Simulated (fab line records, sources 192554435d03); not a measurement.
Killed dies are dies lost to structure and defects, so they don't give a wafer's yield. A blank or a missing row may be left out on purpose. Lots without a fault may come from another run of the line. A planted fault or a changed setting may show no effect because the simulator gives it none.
fab line records | flow n5_finfet
record lots=7 wafers=21
route steps=1938 shown ZERO_LAYER@16 PMOS_HMC_CHANNEL_EPI@57 FIN_SAQP@125 FIN_CUT@160 DUMMY_GATE@234 PASSIVATION@1936
start_h: hours from the record's first day to the start of the lot's first wafer shown | wait_h: hours since the lot's step before | " the same as in the row above | L1.1+2: a row that stands for several wafers | - no value, or no start given | * or withheld: withheld | < > ~ a bound
route shown NAME@n: a module of which the file shows steps, and the number in the route of the first | usual: mean/standard deviation of fault-free wafers | same: alike in all rows | chamber/n: place in a boat | sites: the reading at each site | _std_site: their standard deviation | _edge_site: outer sites' mean less inner sites' | radius_mm: how far each site lies from the wafer's centre | mask NAME#n: copy n | behind: the tool/chamber that last shaped the wafer | hold: why the lot was held/for how many hours/how that ended | device: the transistor (n, p or np) that didn't switch | end of line: the same wafers' tests at the end of the route | a step without rows: its recipe alone | killed: dies lost to structure and defects at the first sort, not the wafer's yield | map: a wafer's dies, x killed, . not, _ none there
set.NAME: the setting as run; set.NAME@STEP: as run at that earlier step | model.NAME: the simulator's own value behind a step, which no gauge read
lots whose settings were changed on purpose; a table a step, a row a wafer
## steps
# step N5_ZERO_LAYER_ETCH_18
# recipe chemistry=HBr/Cl2 target=Si target_depth_a=1200 time_s=40 pressure_mtorr=10 icp_w=800 bias_w=75 HBr_flow_sccm=150 Cl2_flow_sccm=80
# columns lot.wafer tool chamber start_h wait_h set.icp_w model.ZERO_LAYER.feature_depth_nm model.etch.depth_nm
L075.1 rie_si-06 0 18.95 0.0 680.9 109.8 109.8
L075.2 " 1 " " 800 120.1 120.1
L075.6 " 2 " " 800 116.6 116.6
L076.2 rie_si-01 0 24.96 0.0 664.7 109.1 109.1
L076.4 " 3 " " 800 121.1 121.1
L076.5 " 2 " " 664.7 108.2 108.2
L079.1 rie_si-01 2 42.87 0.0 800 116.5 116.5
L079.3 " 3 " " 800 119.1 119.1
L079.6 " 3 " " 800 120.4 120.4
L081.2 rie_si-04 2 55.01 0.0 800 118.7 118.7
L081.3 " 3 " " 800 116.1 116.1
L081.5 " 3 " " 800 116.7 116.7
L088.3 rie_si-06 3 96.80 0.1 800 118.8 118.8
L088.5 " 0 " " 876.8 124.8 124.8
L088.6 " 3 " " 800 119.2 119.2
L089.1 rie_si-06 0 103.08 0.0 709.1 113 113
L089.4 " 1 " " 709.1 114.1 114.1
L089.6 " 0 " " 800 119.8 119.8
L093.1 rie_si-06 0 126.91 0.0 800 117.8 117.8
L093.3 " 3 " " 936.1 126.6 126.6
L093.4 " 2 " " 800 117.3 117.3
# step N5_PMOS_HMC_CHANNEL_EPI_HM_DEP_34
# recipe material=SiO2 target_thk_a=360 temp_c=400 precursor=TEOS/O2 pressure_torr=6.5 rf_w=900 teos_flow_sccm=161.4 gas=O2 flow_sccm=2650 time_s=6.9
# columns lot.wafer tool chamber start_h wait_h set.time_s model.SiO2_of_PMOS_HMC_CHANNEL_EPI_HM_DEP_34.thk_nm
L075.1 pecvd-01 0 23.80 0.0 7.791 40.54
L075.2 " 1 " " 6.9 36.34
L075.6 " 0 " " 6.9 36.78
L076.2 pecvd-02 1 30.98 0.0 7.235 37.58
L076.4 " 1 " " 7.235 38.57
L076.5 " 0 " " 6.9 36.49
L079.1 pecvd-01 0 48.89 0.0 6.9 35.5
L079.3 " 2 " " 6.9 35.95
L079.6 " 2 " " 6.9 36.22
L081.2 pecvd-03 1 59.30 0.0 6.9 35.78
L081.3 " 0 " " 6.9 35.39
L081.5 " 0 " " 6.9 36.35
L088.3 pecvd-01 0 101.26 0.0 6.9 35.6
L088.5 " 0 " " 6.9 36.02
L088.6 " 1 " " 6.9 36.38
L089.1 pecvd-01 1 107.00 0.0 7.795 40.33
L089.4 " 2 " " 6.9 36.06
L089.6 " 0 " " 6.9 36.51
L093.1 pecvd-01 2 130.92 0.0 7.706 39.58
L093.3 " 1 " " 6.9 35.53
L093.4 " 0 " " 6.9 36.08
# step N5_PMOS_HMC_CHANNEL_EPI_PEB_07
# recipe peb_temp_c=110 peb_time_s=60 resist=CAR-ArF-block
# columns lot.wafer tool chamber start_h wait_h set.peb_time_s
L075.1+2+6 litho_track-04 0 24.02 0.1 60
L076.2+4+5 litho_track-01 0 31.20 0.0 60
L079.1+3+6 litho_track-01 0 49.23 0.1 60
L081.2+3 litho_track-05 0 59.64 0.0 53.56
L081.5 " 0 " " 60
L088.3 litho_track-04 0 101.60 0.0 63.75
L088.5+6 " 0 " " 60
L089.1 litho_track-05 0 107.34 0.1 71.91
L089.4+6 " 0 " " 60
L093.1+3 litho_track-01 0 131.13 0.1 66.28
L093.4 " 0 " " 60
# step N5_PMOS_HMC_CHANNEL_EPI_DEVELOP_08
# recipe develop_time_s=30 developer=TMAH resist=CAR-ArF-block dev_temp_c=23 rinse_liquid=diw dry=air_spin
# step N5_PMOS_HMC_CHANNEL_EPI_CD_MEAS_09
# recipe target_cd_nm=237.4 landing_energy_ev=500 detector=se_inlens
# usual cd_nm=237.6/0.77
# columns lot.wafer tool chamber start_h wait_h set.peb_time_s@PMOS_HMC_CHANNEL_EPI_PEB_07 cd_nm
L075.1 cd_sem-02 0 24.09 - 60 238.1
L075.2 " 0 " " 60 237.8
L075.6 " 0 " " 60 237.0
L076.2 cd_sem-02 0 31.26 - 60 237.5
L076.4 " 0 " " 60 236.7
L076.5 " 0 " " 60 236.7
L079.1 cd_sem-01 0 49.29 - 60 237.5
L079.3 " 0 " " 60 236.5
L079.6 " 0 " " 60 237.0
L081.2 cd_sem-01 0 59.71 - 53.56 233.0
L081.3 " 0 " " 53.56 233.1
L081.5 " 0 " " 60 238.1
L088.3 cd_sem-03 0 101.67 - 63.75 240.8
L088.5 " 0 " " 60 238.2
L088.6 " 0 " " 60 238.0
L089.1 cd_sem-01 0 107.40 - 71.91 246.5
L089.4 " 0 " " 60 238.7
L089.6 " 0 " " 60 238.8
L093.1 cd_sem-02 0 131.19 - 66.28 241.8
L093.3 " 0 " " 66.28 241.6
L093.4 " 0 " " 60 238.1
# step N5_PMOS_HMC_CHANNEL_EPI_DESCUM_14
# recipe chemistry=O2 time_s=7.9 source_power_w=50 bias_power_w=20 pressure_mtorr=20 rf_frequency_hz=2.712e+07 temp_c=40 resist=CAR-ArF-block o2_flow_sccm=225
# columns lot.wafer tool chamber start_h wait_h set.peb_time_s@PMOS_HMC_CHANNEL_EPI_PEB_07 model.PMOS_HMC_CHANNEL_EPI.cd_nm
L075.1 rie_diel-04 1 24.68 0.5 60 238.1
L075.2 " 3 " " 60 238.2
L075.6 " 2 " " 60 236.9
L076.2 rie_diel-04 2 31.35 0.0 60 237.4
L076.4 " 1 " " 60 236.6
L076.5 " 0 " " 60 236.5
L079.1 rie_diel-03 3 49.38 0.0 60 237.5
L079.3 " 1 " " 60 236.7
L079.6 " 3 " " 60 236.6
L081.2+3 rie_diel-06 0,3 59.79 0.0 53.56 233.1
L081.5 " 2 " " 60 237.9
L088.3 rie_diel-06 2 101.75 0.0 63.75 240.8
L088.5 " 0 " " 60 238.4
L088.6 " 3 " " 60 238.1
L089.1 rie_diel-03 1 107.54 0.1 71.91 246.7
L089.4 " 2 " " 60 239
L089.6 " 2 " " 60 238.9
L093.1+3 rie_diel-04 2,1 131.28 0.0 66.28 241.7
L093.4 " 0 " " 60 238.3
# step N5_PMOS_HMC_CHANNEL_EPI_ETCH_32
# recipe chemistry=N2/H2 target=BARC stop_on=SiO2 target_depth_a=858 over_etch_frac=0.3 time_s=50.3 ion_energy_ev=200 mask_material=CAR-ArF-block pressure_mtorr=30 source_w=840 bias_w=150 n2_flow_sccm=200 h2_flow_sccm=200
# columns lot.wafer tool chamber start_h wait_h set.peb_time_s@PMOS_HMC_CHANNEL_EPI_PEB_07 model.PMOS_HMC_CHANNEL_EPI.cd_nm
L075.1 rie_diel-04 1 24.72 0.0 60 240.3
L075.2 " 3 " " 60 240.8
L075.6 " 2 " " 60 239.4
L076.2 rie_diel-04 2 31.39 0.0 60 239.9
L076.4 " 1 " " 60 238.4
L076.5 " 0 " " 60 239.2
L079.1 rie_diel-03 3 49.42 0.0 60 239.9
L079.3 " 1 " " 60 240.1
L079.6 " 3 " " 60 239.4
L081.2 rie_diel-06 0 59.83 0.0 53.56 236.5
L081.3 " 3 " " 53.56 235.9
L081.5 " 2 " " 60 240.7
L088.3 rie_diel-06 2 101.79 0.0 63.75 243.6
L088.5 " 0 " " 60 241.7
L088.6 " 3 " " 60 241
L089.1 rie_diel-03 1 107.57 0.0 71.91 250.2
L089.4 " 2 " " 60 242.5
L089.6 " 2 " " 60 241.7
L093.1 rie_diel-04 2 131.32 0.0 66.28 244.7
L093.3 " 1 " " 66.28 244
L093.4 " 0 " " 60 240.7
# step N5_FIN_SAQP_SPACER1_ALD_24
# recipe material=SiO2 target_thk_a=203 temp_c=300 ald_precursor_family=BDEAS ald_co_reactant=O2-plasma pulse_time_s=1 purge_time_s=2 co_reactant_purge_time_s=2 ald_cycles=218 pressure_torr=2
# columns lot.wafer tool chamber start_h wait_h set.ald_cycles model.SiO2_of_FIN_SAQP_SPACER1_ALD_24.thk_nm
L075.1 ald_sin-04 2 31.57 0.3 218 20.2
L075.2+6 " 3,1 " " 253 23.6
L076.2+5 ald_sin-02 1,2 37.53 0.3 218 20.2
L076.4 " 2 " " 229 21.2
L079.1+3+6 ald_sin-04 1,2,1 55.26 0.6 218 20.4
L081.2 ald_sin-02 2 66.63 1.1 229 21.2
L081.3+5 " 3,2 " " 229 21.4
L088.3 ald_sin-02 1 107.67 0.1 218 20.4
L088.5+6 " 1,2 " " 206 19.2
L089.1+4 ald_sin-03 2,3 113.77 0.3 232 21.6
L089.6 " 2 " " 232 21.4
L093.1 ald_sin-03 0 137.25 0.3 234 22
L093.3 " 1 " " 234 21.8
L093.4 " 2 " " 218 20.4
# step N5_FIN_SAQP_SPACER1_ETCHBACK_25
# recipe chemistry=CHF3/O2 mode=anisotropic_etchback target=SiO2 target_depth_a=244 time_s=12.2 pressure_mtorr=30 source_w=650 bias_w=170 Ar_flow_sccm=200 CHF3_flow_sccm=50 O2_flow_sccm=5 ion_energy_ev=200
# step N5_FIN_SAQP_MANDREL1_REMOVE_56
# recipe chemistry=HBr/Cl2/O2 bt_time_s=10 target=a-Si stop_on=SiNx endpoint=OES-SiCl over_etch_frac=1 icp_w=600 bias_w=22 HBr_flow_sccm=150 Cl2_flow_sccm=80 O2_flow_sccm=5 pressure_mtorr=10
# columns lot.wafer tool chamber start_h wait_h set.ald_cycles@FIN_SAQP_SPACER1_ALD_24 model.FIN_SAQP.cd_nm
L075.1 rie_si-04 2 32.50 0.1 218 20.4
L075.2+6 " 0 " " 253 23.6
L076.2+5 rie_si-04 3,2 38.45 0.1 218 20.4
L076.4 " 1 " " 229 21.2
L079.1 rie_si-01 1 56.10 0.1 218 20.6
L079.3 " 3 " " 218 20.2
L079.6 " 2 " " 218 20.4
L081.2+3 rie_si-01 0,2 67.43 0.1 229 21.4
L081.5 " 2 " " 229 21.6
L088.3 rie_si-04 1 108.49 0.1 218 20.2
L088.5 " 3 " " 206 19.2
L088.6 " 0 " " 206 19.4
L089.1+4 rie_si-06 3,1 114.58 0.1 232 21.6
L089.6 " 0 " " 232 21.4
L093.1+3 rie_si-04 1,3 138.05 0.1 234 21.8
L093.4 " 0 " " 218 20.4
# step N5_FIN_SAQP_CD_MEAS_27
# recipe target_cd_nm=20 landing_energy_ev=1000 detector=se_inlens polarity=line
# usual cd_nm=20.29/0.24
# columns lot.wafer tool chamber start_h wait_h set.ald_cycles@FIN_SAQP_SPACER1_ALD_24 cd_nm
L075.1 cd_sem-01 0 32.61 0.1 218 20.66
L075.2 " 0 " " 253 23.53
L075.6 " 0 " " 253 23.89
L076.2 cd_sem-01 0 38.56 0.1 218 20.26
L076.4 " 0 " " 229 21.52
L076.5 " 0 " " 218 20.49
L079.1 cd_sem-01 0 56.21 0.1 218 20.14
L079.3 " 0 " " 218 20.25
L079.6 " 0 " " 218 20.66
L081.2 cd_sem-03 0 67.55 0.1 229 21.25
L081.3 " 0 " " 229 21.15
L081.5 " 0 " " 229 21.79
L088.3 cd_sem-03 0 108.61 0.1 218 20.68
L088.5 " 0 " " 206 19.42
L088.6 " 0 " " 206 19.68
L089.1 cd_sem-01 0 114.69 0.1 232 21.57
L089.4 " 0 " " 232 21.82
L089.6 " 0 " " 232 21.46
L093.1 cd_sem-01 0 138.16 0.1 234 21.89
L093.3 " 0 " " 234 22.05
L093.4 " 0 " " 218 20.11
# step N5_FIN_CUT_EXPOSE_05
# recipe mask_id=FIN_CUT na=0.33 source_shape=annular sigma_inner=0.35 sigma_outer=0.8 polarization=unpolarized dose_mj=45.75
# columns lot.wafer tool chamber start_h wait_h mask set.dose_mj
L075.1+2+6 euv_scanner-01 0 35.92 - FIN_CUT#0 45.75
L076.2+4+5 euv_scanner-02 0 41.62 - FIN_CUT#0 45.75
L079.1+3+6 euv_scanner-01 0 59.66 - FIN_CUT#0 45.75
L081.2 euv_scanner-01 0 70.30 - FIN_CUT#0 45.75
L081.3+5 " 0 " " FIN_CUT#0 48.99
L088.3+5+6 euv_scanner-01 0 111.22 - FIN_CUT#0 45.75
L089.1+4+6 euv_scanner-01 0 117.04 - FIN_CUT#0 45.75
L093.1+4 euv_scanner-02 0 140.86 - FIN_CUT#0 43.46
L093.3 " 0 " " FIN_CUT#0 45.75
# step N5_FIN_CUT_PEB_06
# recipe peb_temp_c=100 peb_time_s=60 resist=CAR-EUV
# step N5_FIN_CUT_DEVELOP_07
# recipe develop_time_s=30 developer=TMAH resist=CAR-EUV rinse_liquid=surfactant_rinse dry=air_spin dev_temp_c=23
# step N5_FIN_CUT_CD_MEAS_08
# recipe target_cd_nm=29.1 landing_energy_ev=500 detector=se_inlens polarity=opening
# usual cd_nm=29.09/0.22
# columns lot.wafer tool chamber start_h wait_h set.dose_mj@FIN_CUT_EXPOSE_05 cd_nm
L075.1 cd_sem-02 0 36.05 - 45.75 28.95
L075.2 " 0 " " 45.75 29.36
L075.6 " 0 " " 45.75 29.14
L076.2 cd_sem-02 0 41.75 - 45.75 29.15
L076.4 " 0 " " 45.75 29.14
L076.5 " 0 " " 45.75 29.32
L079.1 cd_sem-03 0 59.79 - 45.75 29.07
L079.3 " 0 " " 45.75 29.02
L079.6 " 0 " " 45.75 28.82
L081.2 cd_sem-03 0 70.43 - 45.75 29.16
L081.3 " 0 " " 48.99 30.45
L081.5 " 0 " " 48.99 30.20
L088.3 cd_sem-02 0 111.34 - 45.75 29.33
L088.5 " 0 " " 45.75 29.23
L088.6 " 0 " " 45.75 29.11
L089.1 cd_sem-01 0 117.18 - 45.75 29.28
L089.4 " 0 " " 45.75 29.32
L089.6 " 0 " " 45.75 29.06
L093.1 cd_sem-03 0 140.99 - 43.46 28.11
L093.3 " 0 " " 45.75 29.01
L093.4 " 0 " " 43.46 28.04
# step N5_FIN_CUT_DESCUM_13
# recipe chemistry=O2 time_s=7 source_power_w=50 bias_power_w=20 pressure_mtorr=20 rf_frequency_hz=2.712e+07 temp_c=40 resist=CAR-EUV o2_flow_sccm=225
# step N5_FIN_CUT_ETCH_30
# recipe chemistry=N2/H2 target=underlayer target_depth_a=130 mask_material=CAR-EUV time_s=10.4 ion_energy_ev=200 pressure_mtorr=30 source_w=840 bias_w=150 n2_flow_sccm=200 h2_flow_sccm=200 ends=cleared
# columns lot.wafer tool chamber start_h wait_h set.dose_mj@FIN_CUT_EXPOSE_05 model.FIN_CUT.cd_offset_nm
L075.1+2 rie_diel-03 1,3 36.21 0.0 45.75 0
L075.6 " 1 " " 45.75 0.2
L076.2+4 rie_diel-03 1,3 41.91 0.0 45.75 0.2
L076.5 " 1 " " 45.75 0
L079.1+3 rie_diel-06 0,1 60.00 0.0 45.75 0
L079.6 " 0 " " 45.75 -0.2
L081.2 rie_diel-06 2 70.59 0.0 45.75 0.2
L081.3+5 " 1 " " 48.99 1.4
L088.3+5 rie_diel-04 1 111.49 0.0 45.75 0
L088.6 " 0 " " 45.75 0.2
L089.1+4+6 rie_diel-03 2,1,0 117.46 0.0 45.75 0
L093.1+4 rie_diel-04 1,0 141.15 0.0 43.46 -0.8
L093.3 " 2 " " 45.75 0.2
# step N5_FIN_CUT_ETCH_20
# recipe chemistry=CF4 target=SiARC target_depth_a=260 mask_material=CAR-EUV time_s=43.3 ion_energy_ev=80 pressure_mtorr=40 source_w=545 bias_w=36 Ar_flow_sccm=100 cf4_flow_sccm=100 ends=cleared
# columns lot.wafer tool chamber start_h wait_h set.dose_mj@FIN_CUT_EXPOSE_05 model.FIN_CUT.cd_offset_nm
L075.1+2+6 rie_diel-03 1,3,1 36.23 0.0 45.75 0
L076.2+4+5 rie_diel-03 1,3,1 41.93 0.0 45.75 0
L079.1+6 rie_diel-06 0 60.02 0.0 45.75 -0.2
L079.3 " 1 " " 45.75 0.2
L081.2 rie_diel-06 2 70.61 0.0 45.75 0
L081.3+5 " 1 " " 48.99 1.4
L088.3+5 rie_diel-04 1 111.51 0.0 45.75 0
L088.6 " 0 " " 45.75 0.2
L089.1+4+6 rie_diel-03 2,1,0 117.48 0.0 45.75 0
L093.1+4 rie_diel-04 1,0 141.17 0.0 43.46 -0.8
L093.3 " 2 " " 45.75 0.2
# step N5_FIN_CUT_ETCH_21
# recipe chemistry=N2/H2 target=SOC target_depth_a=2190 overetch_a=438 mask_material=SiARC temp_c=40 ion_energy_ev=100 bias_w=61 time_s=523.5 pressure_mtorr=30 source_w=850 n2_flow_sccm=200 h2_flow_sccm=200
# step N5_FIN_CUT_STRIP_23
# recipe chemistry=N2/H2 temp_c=40 n2_flow_sccm=200 h2_flow_sccm=200 rf_frequency_hz=6e+07
# step N5_FIN_CUT_CUT_ETCH_26
# recipe chemistry=CH3F/O2 target=SiNx target_depth_a=390 mask_material=SOC time_s=55.7 pressure_mtorr=30 source_w=395 bias_w=73 Ar_flow_sccm=150 CH3F_flow_sccm=30 O2_flow_sccm=20 ion_energy_ev=120
# step N5_FIN_CUT_CUT_ETCH_27
# recipe chemistry=CHF3/O2 target=SiO2 target_depth_a=40 mask_material=SOC overetch_a=20 time_s=4.9 pressure_mtorr=30 source_w=650 bias_w=170 Ar_flow_sccm=200 CHF3_flow_sccm=50 O2_flow_sccm=5 ion_energy_ev=200
# step N5_FIN_CUT_PRECLEAN_35
# recipe time_s=13.3 temp_c=45 pressure_torr=125 p_hf_torr=3 p_coreactant_torr=25 chemistry=vHF
# columns lot.wafer tool chamber start_h wait_h set.dose_mj@FIN_CUT_EXPOSE_05 model.FIN_CUT.cd_offset_nm
L075.1+6 vapor_etch-01 0 36.73 0.0 45.75 0
L075.2 " 1 " " 45.75 -0.4
L076.2 vapor_etch-01 0 42.42 0.0 45.75 0
L076.4 " 1 " " 45.75 -0.6
L076.5 " 0 " " 45.75 -0.2
L079.1 vapor_etch-02 1 60.74 0.3 45.75 0.2
L079.3+6 " 0,1 " " 45.75 0
L081.2 vapor_etch-02 1 71.13 0.1 45.75 -0.4
L081.3 " 1 " " 48.99 0.8
L081.5 " 1 " " 48.99 0.6
L088.3+5 vapor_etch-01 0 112.03 0.1 45.75 0.2
L088.6 " 1 " " 45.75 0.4
L089.1 vapor_etch-02 1 117.98 0.0 45.75 -0.6
L089.4 " 1 " " 45.75 0
L089.6 " 0 " " 45.75 -0.4
L093.1 vapor_etch-02 1 141.67 0.0 43.46 -1
L093.3 " 0 " " 45.75 0.2
L093.4 " 1 " " 43.46 -1.2
# step N5_DUMMY_GATE_DESCUM_20
# recipe chemistry=O2 time_s=6.2 source_power_w=50 bias_power_w=20 pressure_mtorr=20 rf_frequency_hz=2.712e+07 temp_c=40 resist=CAR-EUV o2_flow_sccm=225
# columns lot.wafer tool chamber start_h wait_h set.time_s model.CAR-EUV_of_DUMMY_GATE_COAT_09.thk_nm
L075.1+6 rie_diel-04 3 57.07 0.3 6.2 26.6
L075.2 " 1 " " 6.2 26.4
L076.2+5 rie_diel-04 3 60.74 0.0 5.057 27
L076.4 " 1 " " 6.2 26.4
L079.1+3 rie_diel-04 3,2 79.07 0.1 6.2 26.4
L079.6 " 3 " " 6.2 26.6
L081.2 rie_diel-04 3 89.61 0.0 6.2 26.6
L081.3 " 1 " " 5.523 26.6
L081.5 " 3 " " 5.523 26.8
L088.3+6 rie_diel-03 2,1 131.10 0.0 6.2 26.4
L088.5 " 2 " " 5.529 26.8
L089.1+4 rie_diel-03 1 136.23 0.0 6.2 26.6
L089.6 " 0 " " 7.276 26
L093.1 rie_diel-04 1 160.09 0.0 5.138 27.2
L093.3+4 " 3,0 " " 6.2 26.6
# step N5_DUMMY_GATE_ETCH_29
# recipe chemistry=N2/H2 target=underlayer target_depth_a=130 ion_energy_ev=200 pressure_mtorr=30 source_w=840 bias_w=150 n2_flow_sccm=200 h2_flow_sccm=200
# columns lot.wafer tool chamber start_h wait_h set.time_s@DUMMY_GATE_DESCUM_20 model.CAR-EUV_of_DUMMY_GATE_COAT_09.thk_nm
L075.1+2 rie_diel-04 3,1 57.16 0.1 6.2 19
L075.6 " 3 " " 6.2 19.2
L076.2+5 rie_diel-04 3 60.84 0.1 5.057 19.4
L076.4 " 1 " " 6.2 18.6
L079.1+6 rie_diel-04 3 79.14 0.0 6.2 19
L079.3 " 2 " " 6.2 18.8
L081.2 rie_diel-04 3 89.68 0.0 6.2 19
L081.3 " 1 " " 5.523 19
L081.5 " 3 " " 5.523 19.4
L088.3+6 rie_diel-03 2,1 131.16 0.0 6.2 18.8
L088.5 " 2 " " 5.529 19.2
L089.1+4 rie_diel-03 1 136.30 0.0 6.2 19.2
L089.6 " 0 " " 7.276 18.4
L093.1 rie_diel-04 1 160.16 0.0 5.138 19.6
L093.3 " 3 " " 6.2 19.2
L093.4 " 0 " " 6.2 19
# step N5_DUMMY_GATE_ETCH_36
# recipe chemistry=CF4 target=SiARC target_depth_a=130 pressure_mtorr=40 source_w=545 bias_w=36 Ar_flow_sccm=100 cf4_flow_sccm=100 ion_energy_ev=80
# columns lot.wafer tool chamber start_h wait_h set.time_s@DUMMY_GATE_DESCUM_20 model.CAR-EUV_of_DUMMY_GATE_COAT_09.thk_nm
L075.1 rie_diel-04 3 57.22 0.0 6.2 11.4
L075.2 " 1 " " 6.2 11.2
L075.6 " 3 " " 6.2 11.6
L076.2+5 rie_diel-04 3 60.90 0.0 5.057 12
L076.4 " 1 " " 6.2 11.2
L079.1+3+6 rie_diel-04 3,2,3 79.18 0.0 6.2 11.4
L081.2 rie_diel-04 3 89.72 0.0 6.2 11.4
L081.3 " 1 " " 5.523 11.4
L081.5 " 3 " " 5.523 11.6
L088.3+6 rie_diel-03 2,1 131.20 0.0 6.2 11.4
L088.5 " 2 " " 5.529 11.6
L089.1+4 rie_diel-03 1 136.34 0.0 6.2 11.6
L089.6 " 0 " " 7.276 10.8
L093.1 rie_diel-04 1 160.20 0.0 5.138 12
L093.3 " 3 " " 6.2 11.6
L093.4 " 0 " " 6.2 11.2
# step N5_PASSIVATION_PROBE_49
# usual killed_dies=99/17
# columns lot.wafer tool chamber start_h wait_h set.time_s@PASSIVATION_PECVD_01 set.time_s@BEOL_M9_ILD_DEP_00 set.peb_time_s@PMOS_HMC_CHANNEL_EPI_PEB_07 killed_dies
L075.1 prober-01 - 288.04 0.0 43.2 58 60 88
L075.2 prober-01 - 288.09 0.1 43.2 58 60 264
L075.6 prober-01 - 288.29 0.3 46.76 58 60 556
L076.2 prober-02 - 299.18 0.1 37.53 58 60 84
L076.4 prober-02 - 299.28 0.2 43.2 51.86 60 109
L076.5 prober-02 - 299.33 0.2 43.2 51.86 60 93
L079.1 prober-02 - 309.02 0.0 43.2 58 60 123
L079.3 prober-02 - 309.12 0.1 43.2 58 60 119
L079.6 prober-02 - 309.27 0.3 43.2 58 60 79
L081.2 prober-02 - 319.66 0.1 49.24 58 53.56 1148
L081.3 prober-02 - 319.71 0.1 49.24 58 53.56 1151
L081.5 prober-02 - 319.81 0.2 43.2 49.5 60 261
L093.1 prober-01 - 394.71 0.0 47.04 58 66.28 789
L093.3 prober-01 - 394.81 0.1 43.2 58 66.28 466
L093.4 prober-01 - 394.86 0.2 47.04 64.47 60 1069
L089.1 prober-01 - 395.10 0.0 49.43 58 71.91 1166
L089.4 prober-01 - 395.25 0.2 43.2 58 60 78
L089.6 prober-01 - 395.35 0.3 43.2 58 60 117
L088.3 prober-01 - 399.87 0.1 43.2 58 63.75 121
L088.5 prober-01 - 399.97 0.2 40.42 61.09 60 91
L088.6 prober-01 - 400.02 0.3 40.42 61.09 60 72
## key
split step=N5_ZERO_LAYER_ETCH_18 setting=icp_w stated=800 by=wafer
response step=N5_ZERO_LAYER_ETCH_18 reading=model.ZERO_LAYER.feature_depth_nm change=+0.607 per=1% r=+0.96
response step=N5_ZERO_LAYER_ETCH_18 reading=model.etch.depth_nm change=+0.607 per=1% r=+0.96
split step=N5_PMOS_HMC_CHANNEL_EPI_HM_DEP_34 setting=time_s stated=6.9 by=wafer
response step=N5_PMOS_HMC_CHANNEL_EPI_HM_DEP_34 reading=model.SiO2_of_PMOS_HMC_CHANNEL_EPI_HM_DEP_34.thk_nm change=+0.315 per=1% r=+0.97
split step=N5_PMOS_HMC_CHANNEL_EPI_PEB_07 setting=peb_time_s stated=60 by=wafer
response step=N5_PMOS_HMC_CHANNEL_EPI_CD_MEAS_09 reading=cd_nm change=+0.397 per=1% r=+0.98
response step=N5_PMOS_HMC_CHANNEL_EPI_DESCUM_14 reading=model.PMOS_HMC_CHANNEL_EPI.cd_nm change=+0.391 per=1% r=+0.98
response step=N5_PMOS_HMC_CHANNEL_EPI_ETCH_32 reading=model.PMOS_HMC_CHANNEL_EPI.cd_nm change=+0.397 per=1% r=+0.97
response step=N5_PASSIVATION_PROBE_49 reading=killed_dies slope=+25.5 per=1% together_with=time_s@PASSIVATION_PECVD_01,time_s@BEOL_M9_ILD_DEP_00 explained=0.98
split step=N5_FIN_SAQP_SPACER1_ALD_24 setting=ald_cycles stated=218 by=wafer
response step=N5_FIN_SAQP_SPACER1_ALD_24 reading=model.SiO2_of_FIN_SAQP_SPACER1_ALD_24.thk_nm change=+0.21 per=1% r=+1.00
response step=N5_FIN_SAQP_MANDREL1_REMOVE_56 reading=model.FIN_SAQP.cd_nm change=+0.192 per=1% r=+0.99
response step=N5_FIN_SAQP_CD_MEAS_27 reading=cd_nm change=+0.203 per=1% r=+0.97
split step=N5_FIN_CUT_EXPOSE_05 setting=dose_mj stated=45.75 by=wafer
response step=N5_FIN_CUT_CD_MEAS_08 reading=cd_nm change=+0.172 per=1% r=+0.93
response step=N5_FIN_CUT_ETCH_30 reading=model.FIN_CUT.cd_offset_nm change=+0.18 per=1% r=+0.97
response step=N5_FIN_CUT_ETCH_20 reading=model.FIN_CUT.cd_offset_nm change=+0.198 per=1% r=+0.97
response step=N5_FIN_CUT_PRECLEAN_35 reading=model.FIN_CUT.cd_offset_nm change=+0.19 per=1% r=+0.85
split step=N5_DUMMY_GATE_DESCUM_20 setting=time_s stated=6.2 by=wafer
response step=N5_DUMMY_GATE_DESCUM_20 reading=model.CAR-EUV_of_DUMMY_GATE_COAT_09.thk_nm change=-0.0317 per=1% r=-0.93
response step=N5_DUMMY_GATE_ETCH_29 reading=model.CAR-EUV_of_DUMMY_GATE_COAT_09.thk_nm change=-0.0373 per=1% r=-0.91
response step=N5_DUMMY_GATE_ETCH_36 reading=model.CAR-EUV_of_DUMMY_GATE_COAT_09.thk_nm change=-0.036 per=1% r=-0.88
split outside_this_file step=N5_BEOL_M9_ILD_DEP_00 setting=time_s
split outside_this_file step=N5_PASSIVATION_PECVD_01 setting=time_s
# split outside_this_file: this setting was split too, and the file shows its column; the key of that split is in another file
